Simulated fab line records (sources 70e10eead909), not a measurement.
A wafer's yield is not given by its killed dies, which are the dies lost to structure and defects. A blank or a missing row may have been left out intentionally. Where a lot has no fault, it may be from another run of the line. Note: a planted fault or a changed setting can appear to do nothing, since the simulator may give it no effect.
Matching of chambers + flow nand harc + 4 sister chambers for NHARC_P_GATE_DESCUM_31 on rie diel-13
The step chemistry O2, time 3 s. 18 wafers are shown with their chamber, then 9 later ones without.

## WAFERS WITH THEIR CHAMBER
| wafer  | chamber | drypump motor current A (A) | showerhead plenum p Torr (Torr) | rf vpp V (V) |
|--------|---------|-----------------------------|---------------------------------|--------------|
| L575.4 | 1       | 5.1                         | 1.84                            | 58.0         |
| L575.5 | 0       | 5.4                         | 1.81                            | 57.5         |
| L575.6 | 1       | 5.1                         | 1.84                            | 57.0         |
| L576.1 | 1       | 5.0                         | 1.84                            | 56.2         |
| L576.2 | 0       | 5.4                         | 1.81                            | 57.6         |
| L576.3 | 3       | 5.9                         | 1.84                            | 56.8         |
| L579.3 | 0       | 5.4                         | 1.81                            | 56.8         |
| L579.4 | 1       | 5.1                         | 1.83                            | 58.8         |
| L579.5 | 3       | 5.9                         | 1.83                            | 56.5         |
| L580.1 | 1       | 5.1                         | 1.83                            | 58.3         |
| L580.3 | 3       | 5.9                         | 1.84                            | 57.7         |
| L580.5 | 2       | 5.7                         | 1.83                            | 58.2         |
| L591.1 | 3       | 5.8                         | 1.83                            | 58.4         |
| L591.4 | 0       | 5.4                         | 1.81                            | 56.7         |
| L591.5 | 0       | 5.3                         | 1.81                            | 56.4         |
| L592.2 | 1       | 5.1                         | 1.83                            | 57.6         |
| L592.3 | 0       | 5.3                         | 1.81                            | 57.5         |
| L592.4 | 3       | 5.9                         | 1.83                            | 57.8         |

SIGNATURES (averages over the wafers above)
| reading                  | chamber 0 | chamber 1 | chamber 2 | chamber 3 | scatter within a chamber |
|--------------------------|-----------|-----------|-----------|-----------|--------------------------|
| drypump motor current A  | 5.367     | 5.083     | 5.700     | 5.880     | 0.046                    |
| showerhead plenum p Torr | 1.8100    | 1.8350    | 1.8300    | 1.8340    | 0.00439                  |
| rf vpp V                 | 57.083    | 57.650    | 58.200    | 57.440    | 0.761                    |
Rule: a wafer lies at a distance from a chamber equal to the root of the sum of squares, over the readings, of (its reading less the chamber's mean, divided by the reading's scatter). If the next closest chamber is less than 2 further off than the closest, the wafer can't be placed; otherwise it belongs to the closest. The scatter: the root of (the sum of the squares of (reading less its chamber's mean) over the shown wafers, divided by (wafers less chambers)).

## WAFERS WITHOUT THEIR CHAMBER
| wafer  | drypump motor current A (A) | showerhead plenum p Torr (Torr) | rf vpp V (V) |
|--------|-----------------------------|---------------------------------|--------------|
| L593.2 | 5.1                         | 1.83                            | 57.5         |
| L593.3 | 5.4                         | 1.81                            | 57.0         |
| L593.5 | 5.4                         | 1.81                            | 57.5         |
| L594.1 | 5.4                         | 1.81                            | 57.0         |
| L594.3 | 5.1                         | 1.83                            | 57.7         |
| L594.6 | 5.9                         | 1.83                            | 57.7         |
| L596.1 | 5.4                         | 1.81                            | 56.7         |
| L596.3 | 5.1                         | 1.83                            | 56.1         |
| L596.4 | 5.7                         | 1.83                            | 56.0         |

## CHAMBER TAKEN BY EACH
| wafer  | from the rows above     | in truth |
|--------|-------------------------|----------|
| L593.2 | 1                       | 1        |
| L593.3 | 0                       | 0        |
| L593.5 | 0                       | 0        |
| L594.1 | 0                       | 0        |
| L594.3 | 1                       | 1        |
| L594.6 | 3                       | 3        |
| L596.1 | 0                       | 0        |
| L596.3 | 1                       | 1        |
| L596.4 | can't be placed: 2 or 3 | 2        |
8 of 9 placed correctly. From these rows, 1 cannot be placed; in 1 the true chamber is one of the candidates. Number placed wrongly: 0.
